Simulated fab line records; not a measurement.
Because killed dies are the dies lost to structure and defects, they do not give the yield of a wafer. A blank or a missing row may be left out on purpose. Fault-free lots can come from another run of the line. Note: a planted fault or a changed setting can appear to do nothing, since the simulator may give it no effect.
Which tool was responsible? ; flow n5 finfet ; 24 lots, 72 wafers sampled, at 6 steps of a route of 1938

## WHAT THE GAUGES SHOWED, per wafer
No reading from a measuring or inspecting step in the record can be judged against a usual standard deviation.

## EACH LOT AND THE TOOL THAT RAN IT (in order: tool; ch and the chambers of the sampled wafers; start)
lot;N5_BEOL_M3_DESCUM_33;N5_BEOL_M3_ETCHBACK_99;N5_BEOL_M3_ETCH_41;N5_BEOL_M3_ANNEAL_49;N5_BEOL_M3_ANNEAL_91;N5_BEOL_M3_SPUTTER_92
L075;rie diel-02 ch 1,2,3, day 7 19:01;rie diel-04 ch 1,2, day 7 20:23;rie diel-04 ch 1,2, day 7 22:07 or earlier;pvd sputter-02, day 7 22:07;pvd sputter-02, day 7 23:13;pvd sputter-02, day 7 23:21
L076;rie diel-05 ch 0,1,2, day 8 01:27;rie diel-05 ch 0,1,3, day 8 01:47;rie diel-05 ch 0,1,3, day 8 03:04 or earlier;pvd sputter-02, day 8 03:04;pvd sputter-02, day 8 04:10;pvd sputter-02, day 8 04:17
L074;rie diel-02 ch 0,2,3, day 8 03:00;rie diel-05 ch 2,3, day 8 04:55;rie diel-05 ch 2,3, day 8 06:31 or earlier;pvd sputter-01, day 8 06:31;pvd sputter-01, day 8 07:37;pvd sputter-01, day 8 07:46
L077;rie diel-04 ch 0,1,3, day 8 08:40;rie diel-04 ch 1,2,3, day 8 11:24;rie diel-04 ch 1,2,3, day 8 13:09 or earlier;pvd sputter-03, day 8 13:09;pvd sputter-03, day 8 14:15;pvd sputter-03, day 8 14:23
L078;rie diel-02 ch 0,2, day 8 16:59;rie diel-02 ch 0,1,3, day 8 21:29;rie diel-02 ch 0,1,3, day 8 23:46 or earlier;pvd sputter-03, day 8 23:46;pvd sputter-03, day 9 00:52;pvd sputter-03, day 9 01:01
L079;rie diel-04 ch 1,2,3, day 8 18:12;rie diel-04 ch 0,2,3, day 9 06:34;rie diel-04 ch 0,2,3, day 9 08:15 or earlier;pvd sputter-01, day 9 08:15;pvd sputter-01, day 9 09:21;pvd sputter-01, day 9 09:29
L080;rie diel-05 ch 0,1,2, day 9 00:32;rie diel-02 ch 2,3, day 9 11:43;rie diel-02 ch 2,3, day 9 13:23 or earlier;pvd sputter-02, day 9 13:23;pvd sputter-02, day 9 14:29;pvd sputter-02, day 9 14:38
L083;rie diel-02 ch 0,1,3, day 9 13:16;rie diel-04 ch 0,1, day 9 15:28;rie diel-04 ch 0,1, day 9 17:22 or earlier;pvd sputter-03, day 9 17:22;pvd sputter-03, day 9 18:28;pvd sputter-03, day 9 18:37
L081;rie diel-02 ch 1,3, day 9 18:01;rie diel-04 ch 1,2,3, day 10 00:01;rie diel-04 ch 1,2,3, day 10 03:20 or earlier;pvd sputter-03, day 10 03:20;pvd sputter-03, day 10 04:26;pvd sputter-03, day 10 04:34
L084;rie diel-04 ch 1,3, day 10 02:59;rie diel-02 ch 1,2, day 10 17:41;rie diel-02 ch 1,2, day 10 19:26 or earlier;pvd sputter-03, day 10 19:26;pvd sputter-03, day 10 20:32;pvd sputter-03, day 10 20:40
L082;rie diel-04 ch 0,2,3, day 10 03:06;rie diel-02 ch 1,2,3, day 10 19:35;rie diel-02 ch 1,2,3, day 10 21:13 or earlier;pvd sputter-01, day 10 21:13;pvd sputter-01, day 10 22:19;pvd sputter-01, day 10 22:27
L085;rie diel-05 ch 0,1,3, day 10 07:53;rie diel-02 ch 1,2,3, day 10 20:44;rie diel-02 ch 1,2,3, day 10 22:37 or earlier;pvd sputter-03, day 10 22:37;pvd sputter-03, day 10 23:43;pvd sputter-03, day 10 23:51
L086;rie diel-05 ch 1,2, day 10 11:14;rie diel-02 ch 1,2,3, day 11 02:39;rie diel-02 ch 1,2,3, day 11 05:41 or earlier;pvd sputter-02, day 11 05:41;pvd sputter-02, day 11 06:47;pvd sputter-02, day 11 06:55
L088;rie diel-04 ch 0,2,3, day 10 15:14;rie diel-02 ch 1,2,3, day 10 22:20;rie diel-02 ch 1,2,3, day 11 00:13 or earlier;pvd sputter-01, day 11 00:13;pvd sputter-01, day 11 01:19;pvd sputter-01, day 11 01:27
L089;rie diel-02 ch 0,1,3, day 11 07:46;rie diel-05 ch 0,3, day 11 10:25;rie diel-05 ch 0,3, day 11 12:01 or earlier;pvd sputter-01, day 11 12:01;pvd sputter-01, day 11 13:07;pvd sputter-01, day 11 13:15
L087;rie diel-04 ch 0,1,2, day 11 08:37;rie diel-02 ch 0,1,3, day 11 10:18;rie diel-02 ch 0,1,3, day 11 11:53 or earlier;pvd sputter-02, day 11 11:53;pvd sputter-02, day 11 12:59;pvd sputter-02, day 11 13:07
L090;rie diel-05 ch 0,2,3, day 11 15:26;rie diel-04 ch 0,1,2, day 11 18:56;rie diel-04 ch 0,1,2, day 11 20:40 or earlier;pvd sputter-01, day 11 20:40;pvd sputter-01, day 11 21:46;pvd sputter-01, day 11 21:55
L092;rie diel-02 ch 0,1, day 11 23:06;rie diel-04 ch 0,3, day 12 07:45;rie diel-04 ch 0,3, day 12 09:27 or earlier;pvd sputter-01, day 12 09:27;pvd sputter-01, day 12 10:33;pvd sputter-01, day 12 10:41
L091;rie diel-05 ch 0,2,3, day 12 05:56;rie diel-05 ch 1,2,3, day 12 13:12;rie diel-05 ch 1,2,3, day 12 15:09 or earlier;pvd sputter-01, day 12 15:09;pvd sputter-01, day 12 16:15;pvd sputter-01, day 12 16:23
L093;rie diel-02 ch 1,2,3, day 12 06:08;rie diel-02 ch 0,1,3, day 12 11:06;rie diel-02 ch 0,1,3, day 12 12:46 or earlier;pvd sputter-03, day 12 12:46;pvd sputter-03, day 12 13:52;pvd sputter-03, day 12 14:00
L095;rie diel-02 ch 1,2,3, day 12 13:10;rie diel-02 ch 0,3, day 12 13:52;rie diel-02 ch 0,3, day 12 15:19 or earlier;pvd sputter-02, day 12 15:19;pvd sputter-02, day 12 16:25;pvd sputter-02, day 12 16:34
L094;rie diel-05 ch 1,2, day 12 15:06;rie diel-02 ch 0,3, day 13 01:19;rie diel-02 ch 0,3, day 13 04:39 or earlier;pvd sputter-02, day 13 04:39;pvd sputter-02, day 13 05:45;pvd sputter-02, day 13 05:53
L096;rie diel-05 ch 1,2, day 13 01:08;rie diel-02 ch 0,2,3, day 13 15:40;rie diel-02 ch 0,2,3, day 13 17:35 or earlier;pvd sputter-02, day 13 17:35;pvd sputter-02, day 13 18:41;pvd sputter-02, day 13 18:50
L097;rie diel-02 ch 0,2,3, day 13 02:39;rie diel-04 ch 0,1,3, day 13 19:01;rie diel-04 ch 0,1,3, day 13 21:40 or earlier;pvd sputter-03, day 13 21:40;pvd sputter-03, day 13 22:46;pvd sputter-03, day 13 22:55
- N5_BEOL_M3_DESCUM_33: chemistry O2, time 7 s.
- N5_BEOL_M3_ETCHBACK_99: etches SiO2 in CHF3, target depth 5 nm, time 10.4 s.
- N5_BEOL_M3_ETCH_41: etches SiCN in CH3F/O2, target depth 29.9 nm, time 52.5 s.
- N5_BEOL_M3_ANNEAL_49: time 240 s.
- N5_BEOL_M3_ANNEAL_91: time 240 s.
- N5_BEOL_M3_SPUTTER_92: material Cu, target thk 4.5 nm, time 8.29 s.

## WHAT THE TOOLS THEMSELVES READ (means of the sampled wafers that have a number; where no wafer has one, the mark that the record gives instead)
N5_BEOL_M3_DESCUM_33.
lot;tool;drypump motor current A (A);oes product au (a.u.);rf vpp V (V);showerhead plenum p Torr (Torr);throttle valve pct (%)
L075;rie diel-02;5.5;0.94;243.0;2.11;20.37
L076;rie diel-05;5.7;0.74;242.2;2.03;20.57
L074;rie diel-02;5.8;0.85;244.4;2.12;20.48
L077;rie diel-04;5.4;0.82;243.2;2.11;20.50
L078;rie diel-02;5.9;0.82;243.9;2.18;20.46
L079;rie diel-04;5.8;0.79;243.6;2.09;20.60
L080;rie diel-05;5.7;0.74;242.5;2.02;20.60
L083;rie diel-02;5.5;0.85;243.2;2.06;20.53
L081;rie diel-02;5.5;0.92;242.4;2.04;20.41
L084;rie diel-04;5.9;0.75;242.5;2.04;20.72
L082;rie diel-04;5.7;0.84;244.0;2.15;20.55
L085;rie diel-05;5.9;0.75;243.1;2.09;20.51
L086;rie diel-05;5.8;0.77;242.2;2.04;20.61
L088;rie diel-04;5.7;0.84;244.2;2.15;20.55
L089;rie diel-02;5.5;0.83;242.2;2.05;20.54
L087;rie diel-04;5.4;0.80;244.2;2.15;20.42
L090;rie diel-05;5.6;0.78;243.0;2.07;20.46
L092;rie diel-02;5.3;0.82;243.1;2.05;20.56
L091;rie diel-05;5.6;0.77;242.5;2.06;20.45
L093;rie diel-02;5.5;0.87;242.6;2.09;20.42
L095;rie diel-02;5.5;0.86;243.4;2.09;20.42
L094;rie diel-05;5.8;0.76;241.7;2.04;20.65
L096;rie diel-05;6.1;0.72;242.9;2.06;20.72
L097;rie diel-02;5.7;0.79;242.8;2.11;20.55

N5_BEOL_M3_ETCHBACK_99.
lot;tool;drypump motor current A (A);oes product au (a.u.);rf vpp V (V);showerhead plenum p Torr (Torr);throttle valve pct (%)
L075;rie diel-04;5.8;0.81;245;2.24;17.26
L076;rie diel-05;5.8;0.75;243;2.14;17.09
L074;rie diel-05;5.6;0.83;239;2.15;17.04
L077;rie diel-04;5.8;0.79;241;2.17;17.31
L078;rie diel-02;5.5;0.86;243;2.13;17.17
L079;rie diel-04;5.7;0.85;243;2.22;17.16
L080;rie diel-02;5.8;0.90;242;2.16;16.96
L083;rie diel-04;5.0;0.77;240;2.18;17.14
L081;rie diel-04;5.8;0.77;242;2.16;17.32
L084;rie diel-02;5.6;0.88;246;2.21;16.97
L082;rie diel-02;5.5;0.89;244;2.16;17.03
L085;rie diel-02;5.5;0.88;244;2.16;17.04
L086;rie diel-02;5.5;0.88;243;2.16;17.04
L088;rie diel-02;5.6;0.88;243;2.16;17.03
L089;rie diel-05;5.7;0.79;244;2.19;16.99
L087;rie diel-02;5.5;0.83;243;2.12;17.20
L090;rie diel-04;5.4;0.79;244;2.22;17.17
L092;rie diel-04;5.7;0.80;240;2.15;17.25
L091;rie diel-05;5.9;0.77;240;2.16;17.14
L093;rie diel-02;5.5;0.83;243;2.12;17.21
L095;rie diel-02;5.7;0.82;242;2.11;17.17
L094;rie diel-02;5.7;0.81;242;2.11;17.17
L096;rie diel-02;5.8;0.79;244;2.16;17.14
L097;rie diel-04;5.4;0.87;240;2.16;17.10

N5_BEOL_M3_ETCH_41.
lot;tool;drypump motor current A (A);oes product au (a.u.);rf vpp V (V);showerhead plenum p Torr (Torr);throttle valve pct (%)
L075;rie diel-04;5.9;0.82;299.1;2.07;16.48
L076;rie diel-05;5.9;0.74;297.1;1.99;16.35
L074;rie diel-05;5.6;0.83;297.3;2.00;16.28
L077;rie diel-04;5.8;0.79;297.0;2.01;16.53
L078;rie diel-02;5.5;0.86;296.8;1.97;16.40
L079;rie diel-04;5.7;0.86;298.5;2.06;16.41
L080;rie diel-02;5.7;0.90;297.6;2.01;16.22
L083;rie diel-04;5.1;0.77;298.3;2.03;16.39
L081;rie diel-04;5.8;0.77;297.4;2.01;16.56
L084;rie diel-02;5.6;0.88;298.9;2.06;16.23
L082;rie diel-02;5.5;0.88;297.8;2.01;16.27
L085;rie diel-02;5.5;0.89;296.9;2.01;16.28
L086;rie diel-02;5.5;0.88;298.0;2.01;16.27
L088;rie diel-02;5.5;0.89;298.1;2.01;16.27
L089;rie diel-05;5.7;0.79;298.5;2.03;16.24
L087;rie diel-02;5.5;0.84;296.3;1.97;16.44
L090;rie diel-04;5.4;0.80;299.0;2.07;16.42
L092;rie diel-04;5.7;0.80;297.1;1.99;16.50
L091;rie diel-05;5.9;0.77;297.4;2.00;16.39
L093;rie diel-02;5.5;0.82;296.6;1.96;16.45
L095;rie diel-02;5.8;0.82;296.5;1.96;16.43
L094;rie diel-02;5.7;0.81;297.4;1.96;16.44
L096;rie diel-02;5.7;0.79;297.6;2.01;16.39
L097;rie diel-04;5.4;0.87;298.2;2.01;16.34

N5_BEOL_M3_ANNEAL_49.
lot;tool;heater power w (W);susceptor_temp_C_max
L075;pvd sputter-02;871;400.5
L076;pvd sputter-02;821;400.4
L074;pvd sputter-01;828;400.8
L077;pvd sputter-03;850;401.1
L078;pvd sputter-03;800;401.1
L079;pvd sputter-01;806;400.7
L080;pvd sputter-02;810;400.7
L083;pvd sputter-03;780;400.8
L081;pvd sputter-03;889;401.2
L084;pvd sputter-03;764;400.7
L082;pvd sputter-01;807;401.1
L085;pvd sputter-03;854;401.2
L086;pvd sputter-02;884;400.7
L088;pvd sputter-01;789;400.7
L089;pvd sputter-01;819;401.0
L087;pvd sputter-02;792;400.7
L090;pvd sputter-01;788;400.8
L092;pvd sputter-01;800;400.8
L091;pvd sputter-01;803;400.9
L093;pvd sputter-03;825;400.7
L095;pvd sputter-02;795;400.4
L094;pvd sputter-02;743;400.8
L096;pvd sputter-02;796;400.8
L097;pvd sputter-03;888;401.1

N5_BEOL_M3_ANNEAL_91.
lot;tool;heater power w (W);susceptor_temp_C_max
L075;pvd sputter-02;868;400.8
L076;pvd sputter-02;830;400.3
L074;pvd sputter-01;826;400.8
L077;pvd sputter-03;856;401.0
L078;pvd sputter-03;799;400.8
L079;pvd sputter-01;804;400.9
L080;pvd sputter-02;808;400.8
L083;pvd sputter-03;775;401.0
L081;pvd sputter-03;881;400.9
L084;pvd sputter-03;768;400.8
L082;pvd sputter-01;798;401.1
L085;pvd sputter-03;846;400.7
L086;pvd sputter-02;873;400.5
L088;pvd sputter-01;792;400.6
L089;pvd sputter-01;805;400.7
L087;pvd sputter-02;802;400.8
L090;pvd sputter-01;776;400.6
L092;pvd sputter-01;806;400.9
L091;pvd sputter-01;816;401.2
L093;pvd sputter-03;831;400.7
L095;pvd sputter-02;793;400.7
L094;pvd sputter-02;752;400.5
L096;pvd sputter-02;801;400.9
L097;pvd sputter-03;896;400.8

N5_BEOL_M3_SPUTTER_92.
lot;tool;throttle valve pct (%)
L075;pvd sputter-02;30.0
L076;pvd sputter-02;30.1
L074;pvd sputter-01;30.5
L077;pvd sputter-03;29.1
L078;pvd sputter-03;29.5
L079;pvd sputter-01;30.2
L080;pvd sputter-02;30.2
L083;pvd sputter-03;29.7
L081;pvd sputter-03;29.4
L084;pvd sputter-03;30.7
L082;pvd sputter-01;30.1
L085;pvd sputter-03;29.1
L086;pvd sputter-02;30.2
L088;pvd sputter-01;29.9
L089;pvd sputter-01;30.5
L087;pvd sputter-02;30.0
L090;pvd sputter-01;29.9
L092;pvd sputter-01;30.6
L091;pvd sputter-01;30.3
L093;pvd sputter-03;30.1
L095;pvd sputter-02;30.0
L094;pvd sputter-02;29.8
L096;pvd sputter-02;30.0
L097;pvd sputter-03;29.4

## THE ANSWER, worked out from the rows above alone
Rule: what is usual is taken from the lots themselves. Put in order of their means at a reading, lots are off if they are a third of the lots or fewer, leave a main group of 4 or more, and stand apart from it by a gap of 3 or more times the standard deviation of the main group's means; of several such gaps the widest counts. The tables above print the reading to a certain number of digits; a main group whose means all agree to those digits is not used. Also off: a lot with no number at a reading for which 4 or more lots have one. Any other lot the step has rows for is counted as sound. The gauges are gone through in route order, then the tools' own readings, and for those a lot's mean is taken as printed above. At the first step where some lot is off, the reading lying furthest off is the one used; lots without a number count as furthest.
Nothing can be told from this: no lot is off at any reading shown.

## WHAT THE SIMULATOR PUT IN
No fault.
